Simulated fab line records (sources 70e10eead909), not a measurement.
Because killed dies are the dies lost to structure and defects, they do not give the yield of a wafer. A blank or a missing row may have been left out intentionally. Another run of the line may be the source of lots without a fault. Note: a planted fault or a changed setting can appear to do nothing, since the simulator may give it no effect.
What tool caused it?	flow nand harc	24 lots with 72 wafers sampled at 6 steps, on a route of 1302 steps

== WHAT EACH GAUGE READ, for each wafer ==
The record lacks any reading of a measuring or inspecting step that a usual standard deviation could be used to judge.

== WHICH TOOL RAN EACH LOT (tool, then ch and the chambers of the sampled wafers, then the start) ==
lot	NHARC_P_GATE_RTA_82	NHARC_P_CONTACT_CMP_01	NHARC_P_CONTACT_STRIP_28	NHARC_P_M0_ETCH_15	NHARC_P_M0_PRE_CLEAN_29	NHARC_P_M0_DEP_32
L074	rtp anneal-01 ch 0, day 6 03:59	cmp-02 ch 0,1,3, day 6 04:59	rie diel-07 ch 1,2,3, day 6 06:57	rie diel-03 ch 0,1,3, day 6 12:56 or earlier	pvd sputter-02, day 6 12:56 or earlier	pecvd-02 ch 0,1,2, day 6 12:56
L075	rtp anneal-01 ch 0, day 6 10:28	cmp-02 ch 2,3, day 6 11:23	rie diel-07 ch 1,2,3, day 6 13:15	rie diel-08 ch 0,2,3, day 6 19:16 or earlier	pvd sputter-01, day 6 19:16 or earlier	pecvd-02 ch 1,2, day 6 19:16
L076	rtp anneal-02 ch 0, day 6 19:55	cmp-02 ch 0,1,2, day 6 21:06	rie diel-07 ch 2,3, day 6 23:01	rie diel-08 ch 1,2, day 7 04:58 or earlier	pvd sputter-01, day 7 04:58 or earlier	pecvd-01 ch 0,1,2, day 7 04:58
L077	rtp anneal-01 ch 0, day 7 02:01	cmp-01 ch 1,2,3, day 7 03:00	rie diel-05 ch 0,1,3, day 7 04:58	rie diel-08 ch 1,2,3, day 7 10:41 or earlier	pvd sputter-03, day 7 10:41 or earlier	pecvd-04 ch 0,1,2, day 7 10:41
L078	rtp anneal-02 ch 0, day 7 12:13	cmp-04 ch 0,1,2, day 7 13:11	rie diel-07 ch 1,2,3, day 7 15:09	rie diel-08 ch 0,1,3, day 7 20:59 or earlier	pvd sputter-01, day 7 20:59 or earlier	pecvd-04 ch 0,1,2, day 7 20:59
L079	rtp anneal-02 ch 0, day 8 12:36	cmp-01 ch 1,2,3, day 8 13:36	rie diel-05 ch 0,1, day 8 15:31	rie diel-08 ch 0,1,3, day 8 21:26 or earlier	pvd sputter-03, day 8 21:26 or earlier	pecvd-04 ch 0,1, day 8 21:26
L080	rtp anneal-02 ch 0, day 9 00:14	cmp-01 ch 0,1,2, day 9 01:10	rie diel-05 ch 1,3, day 9 03:07	rie diel-03 ch 0,1, day 9 10:05 or earlier	pvd sputter-02, day 9 10:05 or earlier	pecvd-01 ch 0,1, day 9 10:05
L081	rtp anneal-02 ch 0, day 9 07:25	cmp-02 ch 0,2, day 9 08:41	rie diel-01 ch 2,3, day 9 10:37	rie diel-08 ch 1,3, day 9 16:22 or earlier	pvd sputter-01, day 9 16:22 or earlier	pecvd-04 ch 0,1, day 9 16:22
L082	rtp anneal-01 ch 0, day 9 10:23	cmp-02 ch 0,2,3, day 9 11:25	rie diel-05 ch 1,2, day 9 13:23	rie diel-02 ch 1,2, day 9 19:08 or earlier	pvd sputter-01, day 9 19:08 or earlier	pecvd-02 ch 1,2, day 9 19:08
L084	rtp anneal-01 ch 0, day 9 22:37	cmp-02 ch 1,2,3, day 9 23:38	rie diel-07 ch 2,3, day 10 01:31	rie diel-08 ch 0,1,2, day 10 07:32 or earlier	pvd sputter-03, day 10 07:32 or earlier	pecvd-02 ch 0,2, day 10 07:32
L083	rtp anneal-02 ch 0, day 9 23:19	cmp-04 ch 0,1,3, day 10 00:24	rie diel-07 ch 0,2,3, day 10 02:15	rie diel-08 ch 0,2,3, day 10 08:39 or earlier	pvd sputter-01, day 10 08:39 or earlier	pecvd-01 ch 0,1,2, day 10 08:39
L085	rtp anneal-01 ch 0, day 10 16:11	cmp-01 ch 0,1,2, day 10 17:10	rie diel-01 ch 1,2,3, day 10 19:08	rie diel-08 ch 0,1,2, day 11 01:00 or earlier	pvd sputter-01, day 11 01:00 or earlier	pecvd-02 ch 0,1,2, day 11 01:00
L086	rtp anneal-01 ch 0, day 10 23:44	cmp-02 ch 0,2,3, day 11 00:45	rie diel-07 ch 0,1,3, day 11 02:43	rie diel-08 ch 0,2,3, day 11 08:31 or earlier	pvd sputter-02, day 11 08:31 or earlier	pecvd-04 ch 1,2, day 11 08:31
L087	rtp anneal-02 ch 0, day 11 01:23	cmp-04 ch 1,2, day 11 02:22	rie diel-05 ch 0,1, day 11 04:12	rie diel-08 ch 1,2,3, day 11 10:05 or earlier	pvd sputter-02, day 11 10:05 or earlier	pecvd-02 ch 0,1, day 11 10:05
L088	rtp anneal-02 ch 0, day 12 01:21	cmp-01 ch 1,2, day 12 02:14	rie diel-05 ch 0,1,3, day 12 04:08	rie diel-08 ch 0,2,3, day 12 10:14 or earlier	pvd sputter-03, day 12 10:14 or earlier	pecvd-02 ch 0,1,2, day 12 10:14
L089	rtp anneal-01 ch 0, day 12 06:14	cmp-02 ch 0,1,2, day 12 07:10	rie diel-01 ch 0,1, day 12 09:36	rie diel-08 ch 0,2,3, day 12 15:32 or earlier	pvd sputter-03, day 12 15:32 or earlier	pecvd-01 ch 0,1, day 12 15:32
L090	rtp anneal-02 ch 0, day 12 18:29	cmp-02 ch 1,3, day 12 19:27	rie diel-05 ch 0,2,3, day 12 21:26	rie diel-02 ch 1,2,3, day 13 03:19 or earlier	pvd sputter-03, day 13 03:19 or earlier	pecvd-02 ch 0,1,2, day 13 03:19
L091	rtp anneal-01 ch 0, day 12 19:08	cmp-02 ch 0,1,2, day 12 20:08	rie diel-05 ch 1,2,3, day 12 21:58	rie diel-08 ch 0,1,2, day 13 03:58 or earlier	pvd sputter-01, day 13 03:58 or earlier	pecvd-02 ch 0,1,2, day 13 03:58
L092	rtp anneal-02 ch 0, day 13 07:20	cmp-04 ch 0,1,3, day 13 08:20	rie diel-01 ch 0,1,3, day 13 10:11	rie diel-08 ch 2,3, day 13 16:06 or earlier	pvd sputter-02, day 13 16:06 or earlier	pecvd-04 ch 0,1,2, day 13 16:06
L093	rtp anneal-01 ch 0, day 14 00:13	cmp-02 ch 1,2,3, day 14 01:13	rie diel-01 ch 0,1,2, day 14 03:11	rie diel-08 ch 0,1,2, day 14 09:02 or earlier	pvd sputter-01, day 14 09:02 or earlier	pecvd-02 ch 0,1,2, day 14 09:02
L094	rtp anneal-02 ch 0, day 14 04:17	cmp-04 ch 0,1,3, day 14 05:17	rie diel-05 ch 0,1,2, day 14 07:11	rie diel-02 ch 0,1,2, day 14 13:01 or earlier	pvd sputter-02, day 14 13:01 or earlier	pecvd-02 ch 1,2, day 14 13:01
L095	rtp anneal-02 ch 0, day 14 21:47	cmp-04 ch 0,1,3, day 14 22:49	rie diel-01 ch 1,3, day 15 01:15	rie diel-08 ch 0,3, day 15 06:59 or earlier	pvd sputter-01, day 15 06:59 or earlier	pecvd-01 ch 0,1, day 15 06:59
L096	rtp anneal-02 ch 0, day 15 00:03	cmp-02 ch 0,1,2, day 15 01:03	rie diel-01 ch 0,1,2, day 15 02:58	rie diel-03 ch 0,2, day 15 08:46 or earlier	pvd sputter-02, day 15 08:46 or earlier	pecvd-02 ch 0,1,2, day 15 08:46
L097	rtp anneal-01 ch 0, day 15 07:16	cmp-02 ch 0,2,3, day 15 08:16	rie diel-07 ch 0,1,2, day 15 10:05	rie diel-02 ch 0,2,3, day 15 16:16 or earlier	pvd sputter-02, day 15 16:16 or earlier	pecvd-01 ch 0,1, day 15 16:16
- NHARC_P_GATE_RTA_82: time 30 s.
- NHARC_P_CONTACT_CMP_01: polishes SiO2, target thk 200 nm.
- NHARC_P_CONTACT_STRIP_28: strips in O2.
- NHARC_P_M0_ETCH_15: etches the open film in C4F8/Ar, target depth 150 nm, overetch 15 nm, time 82.5 s.
- NHARC_P_M0_PRE_CLEAN_29: time 30 s.
- NHARC_P_M0_DEP_32: deposits SiCN, target thk 30 nm.

== WHAT THE TOOLS THEMSELVES READ (means of the sampled wafers that have a number; where no wafer has one, the mark that the record gives instead) ==
NHARC_P_GATE_RTA_82. Usual: lamp power pct 3.9 %, standard deviation 0.64; wafer_temp_C_max 451.9, standard deviation 0.58.
lot	tool	lamp power pct (%)	wafer_temp_C_max	flag
L074	rtp anneal-01	4.6	452.8	
L075	rtp anneal-01	4.6	452.1	
L076	rtp anneal-02	3.3	451.4	
L077	rtp anneal-01	4.5	452.3	
L078	rtp anneal-02	3.3	451.9	
L079	rtp anneal-02	3.3	451.8	
L080	rtp anneal-02	3.3	451.5	
L081	rtp anneal-02	3.3	451.3	
L082	rtp anneal-01	4.6	452.6	
L084	rtp anneal-01	4.6	452.2	
L083	rtp anneal-02	3.3	451.6	
L085	rtp anneal-01	4.6	452.7	
L086	rtp anneal-01	4.6	452.2	
L087	rtp anneal-02	3.3	451.5	
L088	rtp anneal-02	3.3	451.3	
L089	rtp anneal-01	4.6	452.0	
L090	rtp anneal-02	3.3	451.5	
L091	rtp anneal-01	4.6	452.2	
L092	rtp anneal-02	3.3	451.5	
L093	rtp anneal-01	4.6	452.8	
L094	rtp anneal-02	3.3	451.7	
L095	rtp anneal-02	3.3	451.4	
L096	rtp anneal-02	3.3	451.5	
L097	rtp anneal-01	4.6	452.3	

NHARC_P_CONTACT_CMP_01. Usual: motor current A 11.8 A, standard deviation 1.
lot	tool	motor current A (A)	flag
L074	cmp-02	11.1	
L075	cmp-02	11.3	
L076	cmp-02	11.7	
L077	cmp-01	11.5	
L078	cmp-04	12.7	
L079	cmp-01	11.4	
L080	cmp-01	11.3	
L081	cmp-02	12.5	
L082	cmp-02	11.7	
L084	cmp-02	10.8	
L083	cmp-04	12.3	
L085	cmp-01	11.0	
L086	cmp-02	11.8	
L087	cmp-04	13.2	
L088	cmp-01	10.8	
L089	cmp-02	11.6	
L090	cmp-02	10.9	
L091	cmp-02	11.7	
L092	cmp-04	12.4	
L093	cmp-02	11.2	
L094	cmp-04	12.6	
L095	cmp-04	11.7	
L096	cmp-02	11.3	
L097	cmp-02	12.1	

NHARC_P_CONTACT_STRIP_28. Usual: drypump motor current A 5.8 A, standard deviation 0.39; mfc ar sccm 0.010 sccm, standard deviation 0.013; oes product au 1.001 a.u., standard deviation 0.0091; rf vpp V 58.0 V, standard deviation 0.86; showerhead plenum p Torr 3.56 Torr, standard deviation 0.11; throttle valve pct 17.037 %, standard deviation 0.0092.
lot	tool	drypump motor current A (A)	mfc ar sccm (sccm)	oes product au (a.u.)	rf vpp V (V)	showerhead plenum p Torr (Torr)	throttle valve pct (%)	flag
L074	rie diel-07	6.1	0.014	0.993	57.9	3.52	17.034	
L075	rie diel-07	6.2	0.014	1.003	58.3	3.52	17.050	
L076	rie diel-07	6.2	0.005	1.004	57.8	3.57	17.043	
L077	rie diel-05	5.6	0.013	1.004	58.8	3.60	17.034	
L078	rie diel-07	6.2	0.014	0.994	57.6	3.52	17.039	
L079	rie diel-05	5.3	0.013	1.002	57.9	3.65	17.036	
L080	rie diel-05	5.7	0.000	0.994	57.5	3.55	17.036	
L081	rie diel-01	6.1	0.000	0.992	57.2	3.38	17.042	
L082	rie diel-05	5.3	0.005	1.000	57.8	3.69	17.043	
L084	rie diel-07	6.2	0.005	1.008	58.6	3.57	17.035	
L083	rie diel-07	6.1	0.011	1.007	58.1	3.52	17.036	
L085	rie diel-01	5.8	0.000	0.991	57.4	3.46	17.042	
L086	rie diel-07	6.1	0.020	1.004	59.0	3.47	17.036	
L087	rie diel-05	5.3	0.013	1.004	58.1	3.65	17.043	
L088	rie diel-05	5.6	0.013	0.999	58.1	3.60	17.031	
L089	rie diel-01	5.8	0.005	1.005	58.3	3.58	17.049	
L090	rie diel-05	5.7	0.017	1.002	58.4	3.65	17.038	
L091	rie diel-05	5.5	0.005	1.003	59.3	3.64	17.036	
L092	rie diel-01	5.8	0.003	1.001	57.6	3.55	17.035	
L093	rie diel-01	5.9	0.003	1.012	57.6	3.48	17.035	
L094	rie diel-05	5.4	0.017	1.006	57.9	3.70	17.039	
L095	rie diel-01	5.4	0.000	0.992	58.1	3.54	17.040	
L096	rie diel-01	5.9	0.003	1.002	57.1	3.48	17.037	
L097	rie diel-07	5.9	0.015	0.997	57.8	3.46	17.034	

NHARC_P_M0_ETCH_15. Usual: oes product au 0.955 a.u., standard deviation 0.022; rf vpp V 440.1 V, standard deviation 1.6.
lot	tool	oes product au (a.u.)	rf vpp V (V)	flag
L074	rie diel-03	0.976	440.6	
L075	rie diel-08	0.972	439.7	
L076	rie diel-08	0.927	440.3	
L077	rie diel-08	0.977	440.2	
L078	rie diel-08	0.969	439.0	
L079	rie diel-08	0.977	439.2	
L080	rie diel-03	0.970	439.6	
L081	rie diel-08	0.961	439.9	
L082	rie diel-02	0.919	439.3	
L084	rie diel-08	0.953	439.9	
L083	rie diel-08	0.947	440.0	
L085	rie diel-08	0.954	439.6	
L086	rie diel-08	0.963	439.9	
L087	rie diel-08	0.968	438.9	
L088	rie diel-08	0.963	439.7	
L089	rie diel-08	0.952	439.3	
L090	rie diel-02	0.974	442.4	
L091	rie diel-08	0.960	440.2	
L092	rie diel-08	0.933	439.5	
L093	rie diel-08	0.968	439.2	
L094	rie diel-02	0.911	442.5	
L095	rie diel-08	0.969	439.5	
L096	rie diel-03	0.961	440.5	
L097	rie diel-02	0.922	441.3	

NHARC_P_M0_PRE_CLEAN_29. Usual: heater power w 415 W, standard deviation 35.
lot	tool	heater power w (W)	flag
L074	pvd sputter-02	432	
L075	pvd sputter-01	408	
L076	pvd sputter-01	432	
L077	pvd sputter-03	415	
L078	pvd sputter-01	397	
L079	pvd sputter-03	433	
L080	pvd sputter-02	424	
L081	pvd sputter-01	375	
L082	pvd sputter-01	391	
L084	pvd sputter-03	410	
L083	pvd sputter-01	439	
L085	pvd sputter-01	397	
L086	pvd sputter-02	403	
L087	pvd sputter-02	433	
L088	pvd sputter-03	421	
L089	pvd sputter-03	425	
L090	pvd sputter-03	430	
L091	pvd sputter-01	419	
L092	pvd sputter-02	436	
L093	pvd sputter-01	394	
L094	pvd sputter-02	423	
L095	pvd sputter-01	398	
L096	pvd sputter-02	419	
L097	pvd sputter-02	417	

NHARC_P_M0_DEP_32. Usual: heater power w 580 W, standard deviation 78.
lot	tool	heater power w (W)	flag
L074	pecvd-02	571	
L075	pecvd-02	543	
L076	pecvd-01	615	
L077	pecvd-04	601	
L078	pecvd-04	584	
L079	pecvd-04	608	
L080	pecvd-01	576	
L081	pecvd-04	566	
L082	pecvd-02	535	
L084	pecvd-02	551	
L083	pecvd-01	629	
L085	pecvd-02	556	
L086	pecvd-04	544	
L087	pecvd-02	500	
L088	pecvd-02	573	
L089	pecvd-01	567	
L090	pecvd-02	554	
L091	pecvd-02	550	
L092	pecvd-04	651	
L093	pecvd-02	596	
L094	pecvd-02	521	
L095	pecvd-01	625	
L096	pecvd-02	578	
L097	pecvd-01	605	

== THE ANSWER, worked out from the rows above alone ==
Rule: lot off if the mean of its wafers having a number is beyond 3 standard deviations from the usual mean. Also off: a lot with no number at a reading for which 4 or more lots have one. All remaining lots with rows at the step are treated as sound. The gauges are gone through in route order, then the tools' own readings, and for those a lot's mean is taken as printed above. At the first step where some lot is off, the reading lying furthest off is the one used; lots without a number count as furthest.
No lot is off at any reading shown: from this, nothing can be told.

== WHAT WAS PUT IN BY THE SIMULATOR ==
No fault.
